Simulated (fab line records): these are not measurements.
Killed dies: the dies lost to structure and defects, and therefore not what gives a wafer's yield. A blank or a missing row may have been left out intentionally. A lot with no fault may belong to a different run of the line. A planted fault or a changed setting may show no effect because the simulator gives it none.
The tool behind it: which one?	flow nand harc	12 lots, 36 wafers sampled, at 5 steps of a route of 1302

## WHAT THE GAUGES SHOWED, per wafer
NHARC_P_STI_INSPECT_11.
lot	measured	on	raw defect count
L790	day 2 19:35	defect inspect-02	6 14 7
L791	day 3 05:42	defect inspect-02	5 5 2
L792	day 3 17:28	defect inspect-01	8 6 13
L793	day 4 01:10	defect inspect-01	1 11 6
L794	day 4 14:20	defect inspect-02	7 7 10
L796	day 5 11:04	defect inspect-02	6 5 2
L798	day 6 02:36	defect inspect-02	9 8 6
L801	day 7 11:32	defect inspect-01	2 7 8
L802	day 7 19:07	defect inspect-02	4 8 6
L804	day 8 14:56	defect inspect-02	8 9 7
L807	day 9 20:47	defect inspect-01	353 348 355
L808	day 10 09:00	defect inspect-02	314 338 350

NHARC_END_SORT_01.
lot	measured	on	killed at array	killed at other	killed at periphery	killed dies	killed open	killed short
L807	day 31 19:50	prober-01	68 68 52	0 3 1	242 235 250	310 306 303	1 5 3	4 2 2
L808	day 32 04:22	prober-01	39 46 29	4 4 2	230 251 257	273 301 288	3 1 4	3 0 3

## TOOL THAT RAN EACH LOT (tool first, then ch and the chambers of the sampled wafers, then the start)
lot	NHARC_P_ZERO_WELL_ETCH_65	NHARC_P_STI_OXIDE_29	NHARC_P_GATE_ETCH_104
L790	rie diel-02 ch 1,2,3, day 1 21:31	furnace-05 ch 0, day 2 08:12	rie diel-08 ch 0,1,3, day 4 23:05
L791	rie diel-13 ch 0,1, day 2 07:30	furnace-07 ch 0, day 2 18:21	rie diel-10 ch 0,1,2, day 5 06:31
L792	rie diel-13 ch 2,3, day 2 17:22	furnace-07 ch 0, day 3 04:34	rie diel-10 ch 0,1,2, day 5 22:58
L793	rie diel-13 ch 0,1,3, day 3 03:22	furnace-08 ch 0, day 3 13:59	rie diel-08 ch 1,2,3, day 6 05:01
L794	rie diel-02 ch 1,2, day 3 13:30	furnace-07 ch 0, day 4 01:18	rie diel-07 ch 0,1, day 7 03:55
L796	rie diel-04 ch 0,1,2, day 4 09:29	furnace-08 ch 0, day 4 23:44	rie diel-07 ch 2,3, day 7 21:53
L798	rie diel-02 ch 1,3, day 5 05:35	furnace-07 ch 0, day 5 15:13	rie diel-08 ch 0,3, day 8 09:14
L801	rie diel-13 ch 0,2,3, day 6 11:29	furnace-08 ch 0, day 7 00:09	rie diel-08 ch 0,1,2, day 9 17:47
L802	rie diel-13 ch 0,1,3, day 6 21:30	furnace-08 ch 0, day 7 07:43	rie diel-08 ch 0,1,2, day 9 17:35
L804	rie diel-13 ch 0,1,2, day 7 17:23	furnace-08 ch 0, day 8 03:34	rie diel-08 ch 0,1, day 11 01:12
L807	rie diel-13 ch 0,2,3, day 8 23:29	furnace-08 ch 0, day 9 09:23	rie diel-08 ch 0,2,3, day 12 03:24
L808	rie diel-04 ch 1,2,3, day 9 09:34	furnace-08 ch 0, day 9 21:38	rie diel-07 ch 0,2,3, day 12 19:47
- NHARC_P_ZERO_WELL_ETCH_65: etches the open film in N2/H2, target depth 80 nm, overetch 24 nm, time 87.88 s.
- NHARC_P_STI_OXIDE_29: material SiO2, target thk 10 nm, ox time 1362 s.
- NHARC_P_GATE_ETCH_104: etches the open film in CF4/CHF3, target depth 60 nm.

## WHAT THE TOOLS THEMSELVES READ (means of the sampled wafers that have a number; where no wafer has one, the mark that the record gives instead)
NHARC_P_ZERO_WELL_ETCH_65.
lot	tool	drypump motor current A (A)	oes product au (a.u.)	rf vpp V (V)	showerhead plenum p Torr (Torr)	throttle valve pct (%)
L790	rie diel-02	5.4	0.999	430.3	2.01	14.164
L791	rie diel-13	5.7	0.994	431.3	2.06	14.169
L792	rie diel-13	5.5	1.009	431.8	2.10	14.162
L793	rie diel-13	5.6	1.010	431.1	2.05	14.166
L794	rie diel-02	5.4	0.976	429.1	2.00	14.174
L796	rie diel-04	5.4	1.008	430.8	2.06	14.185
L798	rie diel-02	5.3	0.999	430.6	2.01	14.169
L801	rie diel-13	5.6	1.016	432.2	2.10	14.182
L802	rie diel-13	5.6	1.013	430.5	2.04	14.184
L804	rie diel-13	5.9	1.009	429.8	2.02	14.172
L807	rie diel-13	5.6	1.008	431.6	2.09	14.165
L808	rie diel-04	5.4	0.989	431.4	2.07	14.172

NHARC_P_STI_OXIDE_29.
lot	tool	spike tc lower C (C)	zone power bottom pct (%)
L790	furnace-05	901.4	26.2
L791	furnace-07	901.5	26.6
L792	furnace-07	901.3	26.7
L793	furnace-08	900.1	26.4
L794	furnace-07	901.9	26.7
L796	furnace-08	899.5	26.4
L798	furnace-07	902.2	27.0
L801	furnace-08	899.3	26.4
L802	furnace-08	900.1	26.4
L804	furnace-08	899.9	26.4
L807	furnace-08	900.8	26.2
L808	furnace-08	899.9	26.2

NHARC_P_GATE_ETCH_104.
lot	tool	drypump motor current A (A)	oes product au (a.u.)	rf vpp V (V)	showerhead plenum p Torr (Torr)	throttle valve pct (%)
L790	rie diel-08	5.6	0.983	368.8	1.52	16.806
L791	rie diel-10	6.1	0.942	367.5	1.50	16.807
L792	rie diel-10	6.1	0.923	367.7	1.50	16.803
L793	rie diel-08	5.5	0.978	370.2	1.52	16.807
L794	rie diel-07	6.1	0.977	370.5	1.58	16.795
L796	rie diel-07	5.5	0.965	371.2	1.58	16.806
L798	rie diel-08	5.5	0.928	368.3	1.48	16.810
L801	rie diel-08	5.7	0.953	370.1	1.53	16.801
L802	rie diel-08	5.7	0.964	369.3	1.53	16.808
L804	rie diel-08	5.6	0.979	370.5	1.56	16.812
L807	rie diel-08	5.6	0.919	367.2	1.48	16.810
L808	rie diel-07	5.7	0.920	371.5	1.59	16.808

## THE ANSWER, worked out from the rows above alone
Rule: usual is defined by the lots themselves. The widest of any qualifying gaps counts: lots, ordered by their means at a reading, are off when they make up no more than a third of the lots, leave a main group of 4 or more, and stand apart from it by 3 or more times the standard deviation of that group's means. A main group whose means are all the same, to the digits that the tables above print for the reading, isn't used. A lot without any number at a reading at which 4 lots or more have one is off too. Any other lot the step has rows for is counted as sound. The gauges are gone through in route order, then the tools' own readings, and for those a lot's mean is taken as printed above. At the first step where some lot is off, the reading lying furthest off is the one used; lots without a number count as furthest.
Off, at NHARC_P_STI_INSPECT_11 on raw defect count: L807, L808. The main group: mean 6.8, standard deviation 1.7.
If a tool, at a process step before that reading, ran all the lots that are off and no sound lot after the first of them, it fits. Those tools and the gauges at NHARC_P_STI_INSPECT_11 are tried in the same way. One fits: furnace-08 at NHARC_P_STI_OXIDE_29. Its last sound lot is L804 (day 8 03:34), its first lot that is off L807 (day 9 09:23): a fault that began between those two fits.

## WHAT THE SIMULATOR PUT IN
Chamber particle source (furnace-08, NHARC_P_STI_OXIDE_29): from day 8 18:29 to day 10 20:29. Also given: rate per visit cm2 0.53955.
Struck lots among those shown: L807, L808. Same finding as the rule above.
